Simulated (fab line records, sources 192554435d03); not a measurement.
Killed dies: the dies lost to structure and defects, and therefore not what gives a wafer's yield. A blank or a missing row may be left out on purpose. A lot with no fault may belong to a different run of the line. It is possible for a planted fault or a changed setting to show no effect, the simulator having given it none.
Chamber matching    flow n5Finfet    3 sister chambers for N5_GATE_CUT_PECVD_57 on pecvd-04
The step deposits SiNx from SiH4/NH3/N2, target thk 21 nm. 16 wafers are shown with their chamber, then 8 later ones without.

WAFERS WITH THEIR CHAMBER
wafer   chamber  throttleValvePct (%)  showerheadPlenumPTorr (Torr)  heaterPowerW (W)
L076.1  1        40.4                  5.02                          954
L076.2  0        41.5                  5.12                          974
L076.5  0        42.0                  5.13                          1006
L079.2  2        37.3                  5.26                          916
L079.3  0        42.3                  5.11                          902
L079.4  1        40.5                  5.01                          781
L080.1  0        42.1                  5.12                          981
L080.2  1        40.5                  5.01                          903
L080.6  0        42.1                  5.14                          982
L083.1  1        40.5                  5.02                          854
L083.2  2        37.1                  5.26                          891
L083.5  2        37.3                  5.28                          890
L087.1  1        40.2                  5.01                          833
L087.5  2        37.4                  5.27                          860
L087.6  0        42.0                  5.12                          913
L090.1  1        40.4                  5.03                          842

SIGNATURES, as means of the wafers listed above
reading                chamber 0  chamber 1  chamber 2  scatter within a chamber
throttleValvePct       42.000     40.417     37.275     0.191
showerheadPlenumPTorr  5.1233     5.0167     5.2675     0.00937
heaterPowerW           959.67     861.17     889.25     46.7
Rule: distance of a wafer from a chamber = root of the sum over the readings of ((wafer's reading minus chamber's mean) / reading's scatter) squared. If the next closest chamber is less than 2 further off than the closest, the wafer can't be placed; otherwise it belongs to the closest. The scatter: the root of (the sum of the squares of (reading less its chamber's mean) over the shown wafers, divided by (wafers less chambers)).

WAFERS WITHOUT THEIR CHAMBER
wafer   throttleValvePct (%)  showerheadPlenumPTorr (Torr)  heaterPowerW (W)
L090.4  37.2                  5.27                          915
L090.6  37.3                  5.27                          909
L094.2  41.9                  5.11                          1020
L094.4  42.1                  5.12                          1031
L094.5  37.4                  5.28                          892
L096.1  40.5                  5.03                          859
L096.2  42.3                  5.14                          1048
L096.4  40.5                  5.01                          879

CHAMBER TAKEN BY EACH
wafer   from the rows above  in truth
L090.4  2                    2
L090.6  2                    2
L094.2  0                    0
L094.4  0                    0
L094.5  2                    2
L096.1  1                    1
L096.2  0                    0
L096.4  1                    1
8 of 8 placed correctly. Number that these rows cannot place: 0. Placed wrongly: 0.
